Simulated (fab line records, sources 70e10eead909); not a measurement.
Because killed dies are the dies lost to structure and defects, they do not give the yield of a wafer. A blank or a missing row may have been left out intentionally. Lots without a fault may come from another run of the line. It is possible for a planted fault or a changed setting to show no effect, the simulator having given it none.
Matching of chambers -- flow nand_harc -- NHARC_P_ZERO_WELL_ETCH_65 on rie_diel-07: 4 sister chambers
The step etches the open film in N2/H2, target depth 80 nm, overetch 24 nm, time 87.88 s. 8 wafers are shown with their chamber, then 8 later ones without.

== WAFERS, EACH WITH ITS CHAMBER ==
wafer,chamber,drypump_motor_current_A (A),rf_vpp_V (V)
L650.5,2,5.4,432.5
L652.5,3,5.2,427.1
L655.4,2,5.4,433.3
L655.6,0,5.1,432.4
L657.1,3,5.2,428.2
L657.2,1,5.4,430.8
L657.3,0,5.0,433.3
L659.3,1,5.4,432.5

== WAFERS MISSING THEIR CHAMBER ==
wafer,drypump_motor_current_A (A),rf_vpp_V (V)
L659.4,5.1,433.6
L659.6,5.4,431.8
L660.4,5.2,427.3
L660.5,5.4,432.1
L660.6,5.2,428.9
L669.3,5.4,432.1
L669.4,5.1,433.0
L669.6,5.4,431.4

== EACH ONE'S CHAMBER ==
wafer,from the rows above,in truth
L659.4,0,0
L659.6,can't be placed: 1 or 2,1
L660.4,3,3
L660.5,can't be placed: 1 or 2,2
L660.6,3,3
L669.3,can't be placed: 1 or 2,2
L669.4,0,0
L669.6,can't be placed: 1 or 2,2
Correct placement for 4 of the 8. Not placeable from these rows: 4 (in 4, the candidates include the true chamber). Number placed wrongly: 0.
How it was worked out, from the rows above alone: a wafer's distance from a chamber is the root of the sum, over the readings, of the square of ((its reading less the chamber's mean) divided by the reading's scatter). If the next closest chamber is less than 2 further off than the closest, the wafer can't be placed; otherwise it belongs to the closest. The mean given for a chamber averages the wafers shown for that chamber. The scatter is the square root of a quotient: the sum, over the shown wafers, of each reading's squared deviation from its chamber's mean, divided by wafers minus chambers.
